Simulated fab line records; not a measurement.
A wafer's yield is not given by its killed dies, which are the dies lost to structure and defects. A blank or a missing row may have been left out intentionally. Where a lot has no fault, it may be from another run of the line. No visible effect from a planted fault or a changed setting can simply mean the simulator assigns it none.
Matching of chambers / flow n5Finfet / N5_BEOL_M13_DEP_53 on pecvd-04 has 3 sister chambers
The step deposits SiCN from 3MS/NH3, target thk 50 nm, time 17.8 s. 22 wafers are shown with their chamber, then 11 later ones without.

## WAFERS WITH THEIR CHAMBER
wafer=L074.1; chamber=1; throttleValvePct (%)=17.3; showerheadPlenumPTorr (Torr)=4.154
wafer=L074.3; chamber=0; throttleValvePct (%)=19.0; showerheadPlenumPTorr (Torr)=4.164
wafer=L074.6; chamber=0; throttleValvePct (%)=19.0; showerheadPlenumPTorr (Torr)=4.152
wafer=L075.1; chamber=1; throttleValvePct (%)=17.7; showerheadPlenumPTorr (Torr)=4.146
wafer=L075.3; chamber=0; throttleValvePct (%)=19.1; showerheadPlenumPTorr (Torr)=4.156
wafer=L075.4; chamber=0; throttleValvePct (%)=18.8; showerheadPlenumPTorr (Torr)=4.142
wafer=L076.1; chamber=0; throttleValvePct (%)=18.9; showerheadPlenumPTorr (Torr)=4.157
wafer=L076.3; chamber=2; throttleValvePct (%)=16.9; showerheadPlenumPTorr (Torr)=4.157
wafer=L076.6; chamber=1; throttleValvePct (%)=17.8; showerheadPlenumPTorr (Torr)=4.143
wafer=L080.2; chamber=0; throttleValvePct (%)=18.9; showerheadPlenumPTorr (Torr)=4.160
wafer=L080.4; chamber=0; throttleValvePct (%)=19.0; showerheadPlenumPTorr (Torr)=4.155
wafer=L080.5; chamber=0; throttleValvePct (%)=19.1; showerheadPlenumPTorr (Torr)=4.145
wafer=L085.3; chamber=1; throttleValvePct (%)=17.7; showerheadPlenumPTorr (Torr)=4.144
wafer=L085.5; chamber=2; throttleValvePct (%)=16.7; showerheadPlenumPTorr (Torr)=4.152
wafer=L085.6; chamber=0; throttleValvePct (%)=19.0; showerheadPlenumPTorr (Torr)=4.162
wafer=L086.1; chamber=1; throttleValvePct (%)=17.6; showerheadPlenumPTorr (Torr)=4.143
wafer=L086.3; chamber=2; throttleValvePct (%)=16.9; showerheadPlenumPTorr (Torr)=4.150
wafer=L086.4; chamber=1; throttleValvePct (%)=17.8; showerheadPlenumPTorr (Torr)=4.158
wafer=L091.3; chamber=2; throttleValvePct (%)=16.9; showerheadPlenumPTorr (Torr)=4.138
wafer=L091.4; chamber=0; throttleValvePct (%)=18.9; showerheadPlenumPTorr (Torr)=4.180
wafer=L091.6; chamber=0; throttleValvePct (%)=19.0; showerheadPlenumPTorr (Torr)=4.160
wafer=L090.1; chamber=2; throttleValvePct (%)=16.8; showerheadPlenumPTorr (Torr)=4.152

SIGNATURES (averages over the wafers above)
reading=throttleValvePct; chamber 0=18.973; chamber 1=17.650; chamber 2=16.840; scatter within a chamber=0.123
reading=showerheadPlenumPTorr; chamber 0=4.15755; chamber 1=4.14800; chamber 2=4.14980; scatter within a chamber=0.00866
Rule: distance of a wafer from a chamber = root of the sum over the readings of ((wafer's reading minus chamber's mean) / reading's scatter) squared. The wafer belongs to the nearest chamber; if the next one is less than 2 further off, it can't be placed. The scatter is the square root of a quotient: the sum, over the shown wafers, of each reading's squared deviation from its chamber's mean, divided by wafers minus chambers.

## WAFERS WITH NO CHAMBER GIVEN
wafer=L090.3; throttleValvePct (%)=19.0; showerheadPlenumPTorr (Torr)=4.157
wafer=L090.5; throttleValvePct (%)=16.7; showerheadPlenumPTorr (Torr)=4.140
wafer=L093.3; throttleValvePct (%)=17.6; showerheadPlenumPTorr (Torr)=4.147
wafer=L093.4; throttleValvePct (%)=19.0; showerheadPlenumPTorr (Torr)=4.159
wafer=L093.6; throttleValvePct (%)=16.6; showerheadPlenumPTorr (Torr)=4.145
wafer=L092.3; throttleValvePct (%)=19.0; showerheadPlenumPTorr (Torr)=4.159
wafer=L092.4; throttleValvePct (%)=19.1; showerheadPlenumPTorr (Torr)=4.155
wafer=L092.6; throttleValvePct (%)=17.4; showerheadPlenumPTorr (Torr)=4.153
wafer=L096.1; throttleValvePct (%)=16.9; showerheadPlenumPTorr (Torr)=4.157
wafer=L096.5; throttleValvePct (%)=18.9; showerheadPlenumPTorr (Torr)=4.163
wafer=L096.6; throttleValvePct (%)=17.0; showerheadPlenumPTorr (Torr)=4.153

## WHICH CHAMBER EACH ONE RAN IN
wafer=L090.3; from the rows above=0; in truth=0
wafer=L090.5; from the rows above=2; in truth=2
wafer=L093.3; from the rows above=1; in truth=1
wafer=L093.4; from the rows above=0; in truth=0
wafer=L093.6; from the rows above=2; in truth=2
wafer=L092.3; from the rows above=0; in truth=0
wafer=L092.4; from the rows above=0; in truth=0
wafer=L092.6; from the rows above=1; in truth=1
wafer=L096.1; from the rows above=2; in truth=2
wafer=L096.5; from the rows above=0; in truth=0
wafer=L096.6; from the rows above=2; in truth=2
Correct placement for 11 of the 11. Number that these rows cannot place: 0. Placed wrongly: 0.
